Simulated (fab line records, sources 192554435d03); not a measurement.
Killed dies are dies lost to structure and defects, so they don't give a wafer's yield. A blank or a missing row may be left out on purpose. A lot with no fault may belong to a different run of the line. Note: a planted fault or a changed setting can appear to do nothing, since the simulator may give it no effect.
Comparing a struck lot with a sound one -- flow n5 finfet -- 15 out of 1938 route steps
Sound: wafers L883.1, L883.3, L883.4. Struck: wafer L886.3 (L886.2, L886.5, from the same lot, were not struck and are left out); the cause is given at the end.
At each step with rows: each side's tool, then ch and its chambers, then its first start. Under that, the readings that differ: sound wafers -- struck wafers -- difference of the means -- sigmas: that difference in standard deviations of wafers without a fault.
alike: readings whose means differ by less than 2 such deviations, and words and numbers that are the same on both sides. not compared: withheld readings, readings that some wafer has no value for, bounds like >300 that may hide the same value, and numbers for which the record gives no deviation and whose values overlap.
A row with sigmas, a row that says differs or no value, or rows on one side alone: a step with any of these is where the two part. Non-overlapping numbers with no deviation appear without sigmas and do not part them. A reading that every wafer of one side lacks parts them only if that side has two wafers or more.

N5_BEOL_M8_TRENCH_ETCH_37: etches SiCOH lowk in C4F6/O2, target depth 93.478 nm, time 31.2 s.
  sound on rie diel-01 ch 0,1,3; struck on rie diel-03 ch 3
reading,sound,struck,difference,sigmas
rf hours counter h (h),32 233 59,236,+128,
  alike: drypump motor current A, mfc ar sccm, oes product au, rf vpp V, showerhead plenum p Torr, throttle valve pct
then, 1 step without rows for these wafers: N5_BEOL_M8_ETCH_41 (etches SiCN in CH3F/O2, target depth 31.9 nm, time 57.8 s).
N5_BEOL_M8_STRIP_80: strips in N2/H2, time 10 s.
  sound on rie diel-01 ch 0,1,3; struck on rie diel-03 ch 3
reading,sound,struck,difference,sigmas
rf hours counter h (h),32 234 59,236,+128,
rf vpp V (V),59.0 58.1 59.7,56.6,-2.3,-3
  alike: drypump motor current A, oes product au, showerhead plenum p Torr, throttle valve pct
N5_BEOL_M8_OCD_MEAS_38:
  struck on ocd-01, day 15 02:04; sound on ocd-01, day 12 23:26
reading,sound,struck,difference,sigmas
trench depth nm (nm),95.3 93.6 94.1,90.2,-4.1,-2
then, 4 steps without rows for these wafers: N5_BEOL_M8_HM_STRIP_39 (strips TiN in peroxide tin strip, target depth 25 nm, time 158 s); N5_BEOL_M8_SRD_40 (time 30 s); N5_BEOL_M8_PRECLEAN_42 (cleans in residue remover, time 60 s); N5_BEOL_M8_SRD_43 (time 30 s).
N5_BEOL_M8_CD_MEAS_35: target cd 40 nm.
  struck on cd sem-01, day 15 02:13; sound on cd sem-03, day 12 23:35
  alike: cd nm
N5_BEOL_M8_CURE_75: cures SiCOH lowk, time 120 s.
  sound on uv cure-03 ch 1, day 12 23:40; struck on uv cure-02 ch 2, day 15 02:18
  alike: lamp power pct, wafer_temp_C_max
N5_BEOL_M8_DEGAS_44: time 60 s.
  struck on pvd sputter-01, day 15 02:44; sound on pvd sputter-03, day 13 00:15
  alike: heater power w
then, 1 step without rows for these wafers: N5_BEOL_M8_PRE_CLEAN_45 (time 30 s).
N5_BEOL_M8_ALD_77: deposits TaN, target thk 2 nm, pulse time 2 s, purge time 3 s.
  sound on ald metal-03 ch 0,2,3, day 13 00:22; struck on ald metal-03 ch 1, day 15 02:51
reading,sound,struck,difference,sigmas
purge time s (s),3 3 3,1.7926,-1.2074,
  alike: chamber pressure Torr, heater power w
N5_BEOL_M8_SURFACE_TREAT_79:
  struck on pvd sputter-02, day 15 03:09; sound on pvd sputter-02, day 13 00:39
  alike: ar flow sccm
  not compared: throttle valve pct
then, 1 step without rows for these wafers: N5_PASSIVATION_PROBE_49.

== WHERE THEY PART ==
Earliest at N5_BEOL_M8_STRIP_80; latest, in this record, at N5_BEOL_M8_OCD_MEAS_38. Later steps at which nothing parts them and some readings are alike: N5_BEOL_M8_CD_MEAS_35, N5_BEOL_M8_CURE_75, N5_BEOL_M8_DEGAS_44, N5_BEOL_M8_ALD_77, N5_BEOL_M8_SURFACE_TREAT_79.

WHY: whatever the simulator had introduced
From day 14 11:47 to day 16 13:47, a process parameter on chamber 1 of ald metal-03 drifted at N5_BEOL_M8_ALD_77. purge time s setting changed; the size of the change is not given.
